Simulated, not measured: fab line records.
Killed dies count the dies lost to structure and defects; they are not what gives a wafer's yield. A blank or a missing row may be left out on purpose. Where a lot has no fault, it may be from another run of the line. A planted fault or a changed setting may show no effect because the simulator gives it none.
fab line records | flow n5Finfet
[record] lots = 9 wafers = 27 lastDay = 20
route steps=1938 shown FIN_SAQP@99 BEOL_M4@1111
lots untouched by any fault: they come from a run of this same line in which no faults occurred
startH: hours from the record's first day to the start of the lot's first wafer shown | waitH: hours since the lot's step before | " the same as in the row above | L1.1+2: a single row standing in for several wafers | - no value, or no start was given | * or withheld: withheld | < > ~ a bound
route shown NAME@n: NAME is a module with steps in the file, n the number in the route of the first one | usual: mean/standard deviation of fault-free wafers | same: alike in all rows | chamber/n: place in a boat | sites: per-site readings | _std_site: how widely they spread, as a standard deviation | _edge_site: inner sites' mean taken away from outer sites' mean | radiusMm: for every site, how far away it sits from the centre of the wafer | mask NAME#n: copy n | behind: the tool/chamber that last shaped the wafer | hold: cause of the lot's hold/its duration in hours/its outcome | device: which transistor (n, p or np) failed to switch | end of line: the tests these same wafers got at the end of their route | a step without rows: its recipe alone | killed: not the wafer's yield, but the dies lost to structure and defects at the first sort | map: a wafer's dies, marking killed ones x, the rest . and places with no die _
set.NAME: the setting as run; set.NAME@STEP: as run at that earlier step | model.NAME: the simulator's own value behind a step, which no gauge read
one table for each step of the route and one row for each wafer, over a sample of lots
services: a tool's chamber out of use, with start hour (startH, from the record's first day; less than 0 if before it), hours out, and reason
[[steps]]
[step N5_FIN_SAQP_PECVD_48]
[recipe] material = SiNx targetThkA = 250 tempC = 400 precursor = SiH4/NH3/N2 pressureTorr = 1.5 rfW = 300 timeS = 22.1
[usual] heaterPowerW = 727/67 showerheadPlenumPTorr = 5.12/0.067 throttleValvePct = 39.8/2.3
// columns lot.wafer tool chamber startH waitH heaterPowerW showerheadPlenumPTorr throttleValvePct
L732.1 pecvd-04 0 33.78 0.0 748 5.18 42.8
L732.2 " 1 " " 759 5.14 38.1
L732.4 " 1 " " 733 5.13 38.1
L733.2 pecvd-03 2 38.83 0.0 697 5.06 37.7
L733.5 " 2 " " 696 5.06 38.1
L733.6 " 0 " " 692 5.02 39.3
L734.1 pecvd-02 0 46.34 0.0 703 5.05 41.7
L734.4 " 0 " " 686 5.04 42.3
L734.6 " 1 " " 703 5.24 43.6
L736.1 pecvd-04 0 58.37 0.0 762 5.17 43.0
L736.3 " 2 " " 723 5.08 37.0
L736.5 " 2 " " 730 5.09 36.9
L737.2 pecvd-04 1 64.23 0.0 784 5.15 38.2
L737.5 " 2 " " 649 5.08 37.0
L737.6 " 0 " " 683 5.20 43.3
L738.2 pecvd-04 0 69.91 0.0 746 5.17 43.4
L738.3 " 2 " " 611 5.08 37.0
L738.5 " 2 " " 602 5.08 37.3
L740.2 pecvd-02 2 81.59 0.0 945 5.20 37.8
L740.4 " 1 " " 700 5.23 43.2
L740.5 " 2 " " 912 5.20 37.8
L752.2 pecvd-04 0 154.44 0.0 723 5.19 43.6
L752.3 " 2 " " 701 5.08 37.4
L752.6 " 1 " " 781 5.14 38.1
L753.1 pecvd-04 2 159.44 0.0 617 5.08 37.3
L753.2 " 1 " " 689 5.13 38.2
L753.5 " 0 " " 667 5.20 43.6
[step N5_FIN_SAQP_INSPECT_18]
[recipe] mode = adi inspectInstrument = brightfield
[usual] rawDefectCount = 399/110
// columns lot.wafer tool chamber startH waitH rawDefectCount
L732.1 defectInspect-02 - 34.38 0.0 285
L732.2 " - " " 312
L732.4 " - " " 355
L733.2 defectInspect-01 - 39.38 0.0 392
L733.5 " - " " 376
L733.6 " - " " 365
L734.1 defectInspect-01 - 47.04 0.0 410
L734.4 " - " " 674
L734.6 " - " " 343
L736.1 defectInspect-02 - 59.05 0.0 310
L736.3 " - " " 287
L736.5 " - " " 268
L737.2 defectInspect-01 - 64.90 0.0 464
L737.5 " - " " 346
L737.6 " - " " 356
L738.2 defectInspect-01 - 70.59 0.0 289
L738.3 " - " " 272
L738.5 " - " " 289
L740.2 defectInspect-02 - 82.26 0.0 362
L740.4 " - " " 345
L740.5 " - " " 309
L752.2 defectInspect-01 - 154.99 0.0 507
L752.3 " - " " 404
L752.6 " - " " 360
L753.1 defectInspect-01 - 159.99 0.0 397
L753.2 " - " " 306
L753.5 " - " " 403
[step N5_FIN_SAQP_SPACER1_ALD_24]
[recipe] material = SiO2 targetThkA = 203 tempC = 300 aldPrecursorFamily = BDEAS aldCoReactant = O2-plasma pulseTimeS = 1 purgeTimeS = 2 coReactantPurgeTimeS = 2 aldCycles = 218 pressureTorr = 2
[usual] heaterPowerW = 485/60 precursorPulseHeightRel = 1.001/0.019
// columns lot.wafer tool chamber startH waitH heaterPowerW precursorPulseHeightRel
L732.1 aldSin-02 0 36.20 0.3 522 1.001
L732.2 " 2 " " 621 0.997
L732.4 " 3 " " 493 1.005
L733.2 aldSin-02 3 41.02 0.3 468 0.968
L733.5 " 1 " " 498 1.012
L733.6 " 0 " " 516 1.011
L734.1 aldSin-03 1 48.22 0.3 468 1.021
L734.4 " 2 " " 448 0.996
L734.6 " 0 " " 394 0.984
L736.1 aldSin-04 1 61.20 0.3 429 1.014
L736.3 " 2 " " 561 0.996
L736.5 " 0 " " 487 0.963
L737.2 aldSin-03 0 66.03 0.3 397 1.020
L737.5 " 3 " " 430 0.986
L737.6 " 2 " " 452 0.962
L738.2 aldSin-02 2 71.74 0.3 611 1.005
L738.3 " 3 " " 472 0.994
L738.5 " 1 " " 486 1.004
L740.2 aldSin-02 1 83.38 0.3 486 1.000
L740.4 " 3 " " 488 1.028
L740.5 " 1 " " 495 0.972
L752.2 aldSin-02 3 156.21 0.3 459 1.001
L752.3 " 0 " " 478 1.021
L752.6 " 3 " " 459 1.003
L753.1 aldSin-04 1 161.11 0.3 432 1.014
L753.2 " 0 " " 493 0.985
L753.5 " 0 " " 486 1.000
[step N5_FIN_SAQP_SPACER1_ETCHBACK_25]
[recipe] chemistry = CHF3/O2 mode = anisotropicEtchback target = SiO2 targetDepthA = 244 timeS = 12.2 pressureMtorr = 30 sourceW = 650 biasW = 170 Ar_flow_sccm = 200 CHF3_flow_sccm = 50 O2_flow_sccm = 5 ionEnergyEv = 200
[usual] drypumpMotorCurrentA = 5.8/0.49 oesProductAu = 0.77/0.084 rfVppV = 526/5.6 showerheadPlenumPTorr = 2.44/0.049 throttleValvePct = 19.00/0.14
// columns lot.wafer tool chamber startH waitH drypumpMotorCurrentA oesProductAu rfHoursCounterH rfVppV showerheadPlenumPTorr throttleValvePct
L732.1 rieDiel-04 3 36.99 0.4 5.6 0.68 226 527 2.48 19.10
L732.2 " 2 " " 5.5 0.75 130 523 2.43 19.14
L732.4 " 0 " " 6.2 0.71 204 530 2.48 18.97
L733.2 rieDiel-04 3 41.75 0.4 5.5 0.68 229 528 2.48 19.09
L733.5 " 3 " " 5.5 0.69 - 527 2.48 19.12
L733.6 " 2 " " 5.6 0.75 - 522 2.42 19.14
L734.1 rieDiel-05 0 49.12 0.6 5.7 0.88 30 530 2.56 18.93
L734.4 " 1 " " 6.6 0.82 99 518 2.43 18.70
L734.6 " 1 " " 6.6 0.82 - 519 2.43 18.71
L736.1 rieDiel-04 0 61.92 0.4 6.2 0.70 215 532 2.48 18.98
L736.3 " 3 " " 5.5 0.67 237 528 2.48 19.10
L736.5 " 0 " " 6.2 0.70 - 530 2.48 18.99
L737.2 rieDiel-04 3 66.74 0.4 5.5 0.67 239 527 2.48 19.10
L737.5 " 0 " " 6.2 0.69 - 531 2.48 18.98
L737.6 " 2 " " 5.5 0.73 - 522 2.42 19.17
L738.2 rieDiel-04 1 73.17 1.1 6.2 0.70 221 528 2.38 19.05
L738.3 " 0 " " 6.2 0.69 219 530 2.48 18.99
L738.5 " 3 " " 5.5 0.67 - 527 2.48 19.11
L740.2 rieDiel-05 3 84.10 0.4 6.0 0.85 62 521 2.35 19.04
L740.4 " 0 " " 5.7 0.86 43 529 2.55 18.96
L740.5 " 2 " " 6.1 0.75 - 525 2.49 19.15
L752.2 rieDiel-04 1 156.93 0.4 6.3 0.68 251 527 2.37 19.12
L752.3 " 3 " " 5.5 0.94 11 527 2.47 18.76
L752.6 " 1 " " 6.2 0.68 - 526 2.37 19.12
L753.1 rieDiel-04 3 161.83 0.4 5.5 0.95 13 526 2.47 18.74
L753.2 " 1 " " 6.2 0.68 252 525 2.37 19.11
L753.5 " 3 " " 5.5 0.96 - 528 2.47 18.77
[step N5_FIN_SAQP_ETCH_57]
[recipe] chemistry = CH3F/O2 target = SiNx maskMaterial = SiO2 targetDepthA = 325 timeS = 46.4 pressureMtorr = 30 sourceW = 395 biasW = 73 Ar_flow_sccm = 150 CH3F_flow_sccm = 30 O2_flow_sccm = 20 ionEnergyEv = 120 ends = cleared
[usual] drypumpMotorCurrentA = 5.8/0.49 etchRfOnTimeS = 46.3/0.81 oesProductAu = 0.67/0.065 rfVppV = 298/3.2 showerheadPlenumPTorr = 2.03/0.051 throttleValvePct = 16.43/0.14
// columns lot.wafer tool chamber startH waitH drypumpMotorCurrentA etchRfOnTimeS oesProductAu rfHoursCounterH rfVppV showerheadPlenumPTorr throttleValvePct
L732.1 rieDiel-05 0 37.35 0.2 5.7 45.5 0.76 25 301 2.13 16.34
L732.2 " 1 " " 6.6 44.8 0.71 94 297 2.02 16.11
L732.4 " 3 " " 6.0 46.1 0.75 43 294 1.95 16.43
L733.2 rieDiel-04 3 42.13 0.2 5.5 47.5 0.57 229 299 2.06 16.57
L733.5 " 1 " " 6.2 46.8 0.60 - 298 1.98 16.50
L733.6 " 0 " " 6.2 46.9 0.60 - 301 2.07 16.46
L734.1 rieDiel-05 2 49.36 0.0 6.0 45.9 0.65 159 298 2.08 16.58
L734.4 " 1 " " 6.6 45.5 0.71 99 294 2.02 16.14
L734.6 " 3 " " 6.0 47.0 0.74 - 296 1.95 16.43
L736.1 rieDiel-05 0 62.20 0.1 5.7 46.1 0.75 35 300 2.13 16.35
L736.3 " 2 " " 6.0 46.1 0.65 165 298 2.07 16.60
L736.5 " 0 " " 5.7 46.5 0.75 - 301 2.13 16.35
L737.2 rieDiel-05 0 66.99 0.0 5.7 45.3 0.74 37 300 2.13 16.35
L737.5 " 3 " " 6.0 45.4 0.74 - 296 1.95 16.44
L737.6 " 2 " " 6.0 45.4 0.65 - 299 2.07 16.61
L738.2 rieDiel-04 1 73.47 0.1 6.2 46.9 0.59 221 298 1.97 16.51
L738.3 " 3 " " 5.6 46.9 0.57 242 300 2.06 16.57
L738.5 " 1 " " 6.2 73.4 0.60 - 299 1.98 16.49
L740.2 rieDiel-01 3 84.35 0.0 5.2 45.6 0.68 91 292 2.02 16.55
L740.4 " 2 " " 5.0 47.2 0.61 209 303 2.07 16.32
L740.5 " 1 " " 5.6 47.2 0.68 - 296 2.01 16.46
L752.2 rieDiel-04 1 157.18 0.0 6.3 47.0 0.57 251 298 1.97 16.57
L752.3 " 3 " " 5.5 45.8 0.81 12 300 2.05 16.17
L752.6 " 3 " " 5.5 46.0 0.80 - 298 2.05 16.17
L753.1 rieDiel-05 1 162.08 0.0 6.6 45.6 0.66 136 295 2.01 16.21
L753.2 " 0 " " 5.7 46.0 0.71 66 300 2.12 16.40
L753.5 " 0 " " 5.7 46.4 0.71 - 302 2.12 16.41
[step N5_BEOL_M4_RC_MEAS_101]
[usual] DIBL_N = 36.6/1.3 DIBL_P = 36.4/1.4 IOFF_N = 0.167/0.023 IOFF_P = 0.219/0.029 ION_N = 678/8.7 ION_P = 464/6.4 SS_N = 71.5/0.53 SS_P = 73.4/0.57 VT_N = 248.5/2.8 VT_P = -249/3.1
// columns lot.wafer tool chamber startH waitH DIBL_N[mV/V] DIBL_P[mV/V] IOFF_N[nA/um] IOFF_P[nA/um] ION_N[uA/um] ION_P[uA/um] SS_N[mV/dec] SS_P[mV/dec] VT_N[mV] VT_P[mV]
L733.2 prober-02 0 193.25 0.2 35.6 34.5 0.152 0.219 676 470 71.3 73.5 247.8 -246
L733.5 " 0 " " 37.3 36.0 0.181 0.244 685 472 71.9 73.3 246.9 -247
L733.6 " 0 " " 36.9 36.0 0.180 0.244 679 468 71.7 73.9 249.0 -245
L732.1 prober-02 0 196.22 0.0 35.3 33.7 0.136 0.182 658 455 70.3 73.0 255.9 -250
L732.2 " 0 " " 34.1 32.7 0.125 0.170 659 458 70.5 72.9 253.4 -250
L732.4 " 0 " " 34.1 33.6 0.129 0.179 668 458 70.8 72.8 253.7 -251
L734.1 prober-02 0 202.92 0.0 37.2 36.1 0.166 0.233 688 471 71.8 73.2 247.2 -245
L734.4 " 0 " " 37.2 35.8 0.158 0.233 691 470 71.2 73.9 246.0 -245
L734.6 " 0 " " 39.4 38.8 0.219 0.279 702 477 71.9 74.0 242.7 -246
L736.1 prober-02 0 226.52 0.0 39.2 38.2 0.191 0.240 684 465 72.3 73.7 248.0 -246
L736.3 " 0 " " 37.6 36.8 0.175 0.219 681 464 72.0 72.9 247.0 -248
L736.5 " 0 " " 38.4 37.3 0.176 0.224 684 466 72.6 73.1 248.2 -246
L737.2 prober-01 0 233.17 0.2 36.8 37.2 0.144 0.192 676 460 71.5 73.0 251.5 -252
L737.5 " 0 " " 36.2 36.7 0.149 0.185 678 460 71.3 73.2 251.0 -256
L737.6 " 0 " " 35.3 35.4 0.128 0.163 675 452 71.1 72.7 253.6 -255
L738.2 prober-02 0 254.80 0.2 35.0 34.1 0.133 0.192 666 462 70.6 72.9 252.4 -249
L738.3 " 0 " " 37.0 36.9 0.166 0.239 681 471 71.8 73.5 247.1 -247
L738.5 " 0 " " 37.8 37.1 0.169 0.238 669 459 71.9 73.4 250.5 -246
L740.2 prober-01 0 283.34 0.2 34.9 34.7 0.144 0.182 674 460 71.2 72.9 250.8 -253
L740.4 " 0 " " 36.6 36.5 0.170 0.208 669 458 71.6 73.3 247.6 -249
L740.5 " 0 " " 34.6 34.2 0.131 0.178 665 461 70.7 72.7 249.1 -251
L753.1 prober-02 0 351.41 0.0 36.2 37.2 0.160 0.197 679 461 71.8 72.2 248.6 -252
L753.2 " 0 " " 36.1 36.6 0.153 0.182 676 457 71.3 72.6 251.2 -250
L753.5 " 0 " " 35.8 36.3 0.151 0.179 679 460 70.9 72.6 250.6 -252
L752.2 prober-01 0 358.47 0.2 38.3 39.0 0.231 0.281 704 477 71.8 74.7 242.5 -245
L752.3 " 0 " " 37.2 36.4 0.193 0.235 689 468 71.3 74.4 245.3 -249
L752.6 " 0 " " 37.2 36.5 0.188 0.234 690 468 71.6 73.3 245.2 -250
[[services]]
// columns tool chamber startH hours kind
aldSin-03 3 11.08 12.8 repair
aldSin-03 - 11.53 2.0 repair
pecvd-02 2 28.41 9.7 repair
aldSin-03 - 29.30 6.0 pm
rieDiel-01 - 31.91 2.8 pm
pecvd-03 2 51.03 6.6 repair
pecvd-04 - 54.74 2.2 repair
pecvd-02 - 57.39 1.4 repair
rieDiel-04 1 61.26 8.9 repair
aldSin-02 - 68.15 0.8 repair
aldSin-02 - 85.54 14.0 pm
rieDiel-04 3 101.78 - clean
rieDiel-04 3 101.78 - consumableReplace:focusRing
rieDiel-04 3 101.78 28.4 scheduledDown
rieDiel-04 3 101.78 28.4 ventCycle
rieDiel-04 - 119.54 2.3 repair
aldSin-02 1 121.26 3.1 repair
pecvd-04 - 125.78 0.8 pm
rieDiel-05 - 132.88 14.6 pm
pecvd-02 - 139.06 14.6 pm
aldSin-02 1 154.93 13.9 repair
rieDiel-04 0 160.67 - clean
rieDiel-04 0 160.67 - consumableReplace:focusRing
rieDiel-04 0 160.67 25.2 scheduledDown
[[key]]
[firstSign] step = N5_FIN_SAQP_ETCH_57 reading = etchRfOnTimeS direction = up sigmas = 33 usual = * struck = *
effect none on later readings
metAt N5_FIN_SAQP_PECVD_48
struckLots L738
struckWafers L738.5
notActingAt N5_FIN_SAQP_INSPECT_18,N5_FIN_SAQP_SPACER1_ALD_24,N5_FIN_SAQP_SPACER1_ETCHBACK_25
onsetBetween 64.23 69.91
[fault] kind = processParameterDrift tool = pecvd-04 chamber = - onsetH = 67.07 steps = N5_FIN_SAQP_PECVD_48 channel = timeS offset = * shape = step endH = 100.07 scope = struckWafersOnly actsIn = * stated = *
